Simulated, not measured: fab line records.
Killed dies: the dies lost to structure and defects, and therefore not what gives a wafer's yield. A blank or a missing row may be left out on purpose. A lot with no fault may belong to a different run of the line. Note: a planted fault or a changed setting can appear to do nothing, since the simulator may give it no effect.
Matching of chambers    flow nand harc    NHARC_A_BONDPAD_CMP_19 on cmp-04: 4 sister chambers
The step polishes, t overpolish 30 s, cu recess touch 16 s, target thk 169.82 nm. 14 wafers are shown with their chamber, then 7 later ones without.

== WAFERS WITH THEIR CHAMBER ==
wafer   chamber  motor current A (A)  overpolish run s (s)  slurry filter dp kPa (kPa)
L414.3  2        11.8                 30.004                13.27
L414.5  1        12.7                 29.998                13.38
L414.6  0        10.8                 29.990                13.45
L425.2  3        12.2                 29.995                13.36
L425.3  2        12.6                 30.012                13.41
L425.4  0        10.5                 29.984                13.49
L426.2  3        12.5                 30.011                13.60
L426.4  1        13.0                 30.005                13.37
L426.5  1        12.5                 30.002                13.51
L431.1  2        11.3                 29.994                13.59
L431.3  1        12.9                 30.006                13.45
L431.5  1        12.6                 29.997                13.23
L432.1  0        10.9                 30.003                13.46
L432.4  3        11.5                 30.007                13.61

SIGNATURES (averages over the wafers above)
reading               chamber 0  chamber 1  chamber 2  chamber 3  scatter within a chamber
motor current A       10.733     12.740     11.900     12.067     0.406
overpolish run s      29.99233   30.00160   30.00333   30.00433   0.00745
slurry filter dp kPa  13.4667    13.3880    13.4233    13.5233    0.117
Rule: distance of a wafer from a chamber = root of the sum over the readings of ((wafer's reading minus chamber's mean) / reading's scatter) squared. If the next closest chamber is less than 2 further off than the closest, the wafer can't be placed; otherwise it belongs to the closest. How the scatter is found: for the shown wafers, subtract from each reading the mean of its chamber, square and add these, divide the total by (wafers less chambers), then take the root.

== WAFERS MISSING THEIR CHAMBER ==
wafer   motor current A (A)  overpolish run s (s)  slurry filter dp kPa (kPa)
L432.6  10.7                 29.993                13.41
L434.3  12.4                 30.006                13.52
L434.4  12.4                 29.998                13.59
L434.6  12.9                 30.008                13.61
L435.1  11.3                 29.995                13.69
L435.4  12.6                 30.018                13.48
L435.5  13.1                 29.982                13.36

== CHAMBER TAKEN BY EACH ==
wafer   from the rows above           in truth
L432.6  0                             0
L434.3  can't be placed: 3 or 1 or 2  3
L434.4  can't be placed: 3 or 1 or 2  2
L434.6  can't be placed: 1 or 3 or 2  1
L435.1  can't be placed: 0 or 3 or 2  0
L435.4  can't be placed: 3 or 1 or 2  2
L435.5  can't be placed: 1 or 2 or 3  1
Correct placement for 1 of the 7. Not placeable from these rows: 6 (in 6, the candidates include the true chamber). Number placed wrongly: 0.
